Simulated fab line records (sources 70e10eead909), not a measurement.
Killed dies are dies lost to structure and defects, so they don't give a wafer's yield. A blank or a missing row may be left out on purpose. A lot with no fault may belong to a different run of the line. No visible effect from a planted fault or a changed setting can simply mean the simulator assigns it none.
Comparing a struck lot with a sound one + flow nand harc + 13 out of 1302 route steps
Sound: the wafers L392.3, L392.4, L392.5. The struck wafers were L396.1, L396.5, L396.6. The cause comes at the end.
For every step that has rows: the tool of each side, followed by ch and its chambers, followed by its first start. Under that, the readings that differ: sound wafers + struck wafers + difference of the means + sigmas: that difference in standard deviations of wafers without a fault.
alike: a reading whose means differ by less than 2 such deviations, as well as words and numbers matching on both sides. not compared: withheld readings; readings where some wafer has no value; bounds like >300 that might hide an equal value; numbers whose values overlap and for which the record gives no deviation.
A row with sigmas, a row that says differs or no value, or rows on one side alone: a step with any of these is where the two part. Numbers that don't overlap but have no deviation are shown without sigmas and don't part them. A reading missing from all wafers of one side parts the sides only when that side holds two or more wafers.

first, 1 step without rows for these wafers: NHARC_A_ONON_D1_DEP_00 (target thk 1000 nm).
NHARC_A_ONON_D1_THK_MEAS_02: measures by ellipsometry.
  sound on film metro-01, day 8 21:38; struck on film metro-02, day 10 11:29
  alike: thk nm
following that, 1 step holds no rows for these wafers, namely NHARC_A_ONON_D1_DEP_03 (target thickness 1000 nm).
NHARC_A_ONON_D1_THK_MEAS_05: measures by ellipsometry.
  sound on film metro-02, day 8 22:13; struck on film metro-01, day 10 12:04
| reading     | sound          | struck         | difference | sigmas |
|-------------|----------------|----------------|------------|--------|
| thk nm (nm) | 1021 1021 1022 | 1000 1002 1000 | -21        | -2     |
following that, 1 step holds no rows for these wafers, namely NHARC_A_ONON_D1_DEP_06 (target thickness 1000 nm).
NHARC_A_ONON_D1_THK_MEAS_08: measures by ellipsometry.
  sound on film metro-02, day 8 22:46; struck on film metro-01, day 10 12:38
  alike: thk nm
following that, 1 step holds no rows for these wafers, namely NHARC_A_ONON_D1_DEP_09 (target thickness 1000 nm).
NHARC_A_ONON_D1_THK_MEAS_11: measures by ellipsometry.
  sound on film metro-02, day 8 23:20; struck on film metro-01, day 10 13:12
  alike: thk nm
following that, 1 step holds no rows for these wafers, namely NHARC_A_ONON_D1_DEP_12 (target thickness 1000 nm).
NHARC_A_ONON_D1_THK_MEAS_14: measures by ellipsometry.
  sound on film metro-01, day 8 23:55; struck on film metro-01, day 10 13:46
  alike: thk nm
then, 1 step without rows for these wafers: NHARC_A_ONON_D1_ANNEAL_15 (time 3600 s).
NHARC_A_ONON_D1_DEP_16: target thk 1000 nm.
  sound on pecvd onon-03 ch 0, day 9 07:20; struck on pecvd onon-01, day 10 21:17
  no value came back on the struck wafers for n2 flow sccm (sccm), n2o flow sccm (sccm), nh3 flow sccm (sccm); on the sound wafers n2 flow sccm (sccm) reads 2746 2750 2757
-- break in the record here, with 16 days between the starts of the struck wafers on either side (left off in module A_ONON_D1, picked up again in module END, where the first step shown is number 1302 on the route) --
NHARC_END_SORT_01:
  sound on prober-01 ch 0, day 25 01:07; struck on prober-01 ch 0, day 27 02:10
| reading         | sound    | struck      | difference | sigmas |
|-----------------|----------|-------------|------------|--------|
| killed at array | 24 25 21 | 671 667 672 | +647       | +25    |
| killed dies     | 31 33 25 | 677 677 677 | +647       | +25    |
  alike: killed at other, killed at periphery, killed open, killed short

WHERE THEY PART
Earliest at NHARC_A_ONON_D1_THK_MEAS_05; latest, in this record, at NHARC_END_SORT_01.

WHY: what had been put in by the simulator
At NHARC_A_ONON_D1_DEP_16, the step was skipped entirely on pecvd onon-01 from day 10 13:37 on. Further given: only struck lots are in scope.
